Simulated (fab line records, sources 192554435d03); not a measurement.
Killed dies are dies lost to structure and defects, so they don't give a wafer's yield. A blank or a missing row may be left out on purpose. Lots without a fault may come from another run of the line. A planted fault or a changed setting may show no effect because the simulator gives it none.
Split-lot experiment | flow n5_finfet | 7 lots, 39 wafers read, on a route of 1938 steps

THE SPLIT
At N5_SD_EPI_N_EXPOSE_06 (exposes mask SD N BLK, target cd 120 nm), the setting dose_mj was moved away from the recipe's 39.75 on 9 of the 39 wafers read, by -4.7% to +7.8%. The other wafers ran this setting at the recipe's value.

FROM THE SPLIT TO THE READING: what the file shows between them, 2 steps
- N5_SD_EPI_N_PEB_07: peb time 60 s
- N5_SD_EPI_N_DEVELOP_08: develop time 30 s

THE READING
cd_nm, in nm, at N5_SD_EPI_N_CD_MEAS_09 (target cd 120 nm). Fault-free wafers of this fab line usually give 120.2 nm, standard deviation 0.65 nm.

wafer  | tool, chamber at the split | dose_mj as run | against the recipe | cd_nm, nm | against lot-mates on the recipe
L074.1 | arfi_scanner-02, 0         | 39.75          | recipe             | 118.9     | -
L074.2 | arfi_scanner-02, 0         | 39.75          | recipe             | 119.0     | -
L074.3 | arfi_scanner-02, 0         | 39.75          | recipe             | 120.6     | -
L075.1 | arfi_scanner-01, 0         | 37.89          | -4.7%              | 117.8     | -2.7
L075.2 | arfi_scanner-01, 0         | 37.89          | -4.7%              | 117.4     | -3.1
L075.3 | arfi_scanner-01, 0         | 39.75          | recipe             | 121.0     | -
L075.4 | arfi_scanner-01, 0         | 39.75          | recipe             | 120.8     | -
L075.5 | arfi_scanner-01, 0         | 39.75          | recipe             | 119.8     | -
L075.6 | arfi_scanner-01, 0         | 37.89          | -4.7%              | 117.5     | -3.0
L084.1 | arfi_scanner-02, 0         | 39.75          | recipe             | 119.1     | -
L084.2 | arfi_scanner-02, 0         | 39.75          | recipe             | 119.5     | -
L084.3 | arfi_scanner-02, 0         | 39.75          | recipe             | 119.4     | -
L084.4 | arfi_scanner-02, 0         | 39.75          | recipe             | 120.2     | -
L084.5 | arfi_scanner-02, 0         | 39.75          | recipe             | 119.9     | -
L084.6 | arfi_scanner-02, 0         | 39.75          | recipe             | 119.2     | -
L087.1 | arfi_scanner-02, 0         | 41.93          | +5.5%              | 124.0     | +4.2
L087.2 | arfi_scanner-02, 0         | 39.75          | recipe             | 119.7     | -
L087.3 | arfi_scanner-02, 0         | 39.75          | recipe             | 120.3     | -
L087.4 | arfi_scanner-02, 0         | 39.75          | recipe             | 119.4     | -
L087.5 | arfi_scanner-02, 0         | 41.93          | +5.5%              | 123.4     | +3.6
L087.6 | arfi_scanner-02, 0         | 41.93          | +5.5%              | 123.8     | +4.0
L088.1 | arfi_scanner-02, 0         | 39.75          | recipe             | 121.0     | -
L088.2 | arfi_scanner-02, 0         | 39.75          | recipe             | 120.0     | -
L088.3 | arfi_scanner-02, 0         | 39.75          | recipe             | 121.1     | -
L088.4 | arfi_scanner-02, 0         | 39.75          | recipe             | 120.3     | -
L088.5 | arfi_scanner-02, 0         | 39.75          | recipe             | 120.8     | -
L088.6 | arfi_scanner-02, 0         | 39.75          | recipe             | 121.1     | -
L090.1 | arfi_scanner-03, 0         | 39.75          | recipe             | 120.5     | -
L090.2 | arfi_scanner-03, 0         | 39.75          | recipe             | 119.5     | -
L090.3 | arfi_scanner-03, 0         | 39.75          | recipe             | 120.1     | -
L090.4 | arfi_scanner-03, 0         | 39.75          | recipe             | 120.7     | -
L090.5 | arfi_scanner-03, 0         | 39.75          | recipe             | 119.5     | -
L090.6 | arfi_scanner-03, 0         | 39.75          | recipe             | 120.4     | -
L096.1 | arfi_scanner-02, 0         | 39.75          | recipe             | 119.4     | -
L096.2 | arfi_scanner-02, 0         | 42.87          | +7.8%              | 125.3     | +5.7
L096.3 | arfi_scanner-02, 0         | 39.75          | recipe             | 119.7     | -
L096.4 | arfi_scanner-02, 0         | 42.87          | +7.8%              | 125.3     | +5.7
L096.5 | arfi_scanner-02, 0         | 42.87          | +7.8%              | 124.8     | +5.2
L096.6 | arfi_scanner-02, 0         | 39.75          | recipe             | 119.7     | -

THE FIT
A straight line over all 39 wafers: cd_nm changes by +0.628 nm for each +1% of dose_mj; r = +0.95; the points scatter about the line by 0.62 nm.
The same after taking each lot's own level away (the mean of its wafers on the recipe; 39 wafers): +0.692 nm for each +1%; r = +0.98; scatter 0.44 nm.
On that fit, the largest move of dose_mj shifts the reading by 5.4 nm.
The lots' own levels span 119.50 to 120.72 nm, that is 1.9 times the standard deviation above.
So the lot-to-lot level changes the slope little: the two slopes agree.
Check: with one of the wafers moved furthest among these (+7.8%) left out of the fit, the line predicts +5.41 nm for it against its lot-mates. It came out at +5.7 nm against them.

OTHER SPLITS ON THESE WAFERS
These wafers also went through other splits before the reading. Each is held against what the fit with the lots' levels taken away leaves over:
other split on the same wafers    | wafers away from the commonest value | r with cd_nm (lot level and that fit taken away)
N5_WELL_APT_EPI_41 target_thk_a   | 12                                   | -0.11
N5_FIN_SAQP_SPACER1_ALD_24 temp_c | 12                                   | +0.09

THE WHOLE CHAIN: every reading that the file lists as answering this split, in the file's order
step                     | what it does                                                       | reading                                                         | change (the file's fit)               | r (the file's)
N5_SD_EPI_N_CD_MEAS_09   | target cd 120 nm                                                   | cd_nm                                                           | +0.694 nm for each +1% of the setting | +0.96
N5_SD_EPI_N_DESCUM_14    | chemistry O2, time 7.9 s                                           | SD_EPI_N.cd_nm (the simulator's own value, which no gauge read) | +0.676 nm for each +1% of the setting | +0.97
N5_SD_EPI_N_ETCH_34      | etches SiARC in CF4, target depth 45.5 nm, time 75.8 s             | SD_EPI_N.cd_nm (the simulator's own value, which no gauge read) | +0.662 nm for each +1% of the setting | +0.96
N5_SD_EPI_N_ETCH_35      | etches SOC in N2/H2, overetch 108 nm, time 486 s                   | SD_EPI_N.cd_nm (the simulator's own value, which no gauge read) | +0.696 nm for each +1% of the setting | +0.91
N5_SD_EPI_N_ETCHBACK_44  | etches SiNx in CH3F/O2, stops on SiO2, target depth 14.5 nm        | SD_EPI_N.cd_nm (the simulator's own value, which no gauge read) | +0.693 nm for each +1% of the setting | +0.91
N5_SD_EPI_N_SD_RECESS_17 | chemistry HBr/Cl2/O2, target depth 41 nm, time 23.7 s, bt time 3 s | SD_EPI_N.cd_nm (the simulator's own value, which no gauge read) | +0.713 nm for each +1% of the setting | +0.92

THE FILE'S OWN FIT
cd_nm changes by +0.694 nm for each +1% of dose_mj, r = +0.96.
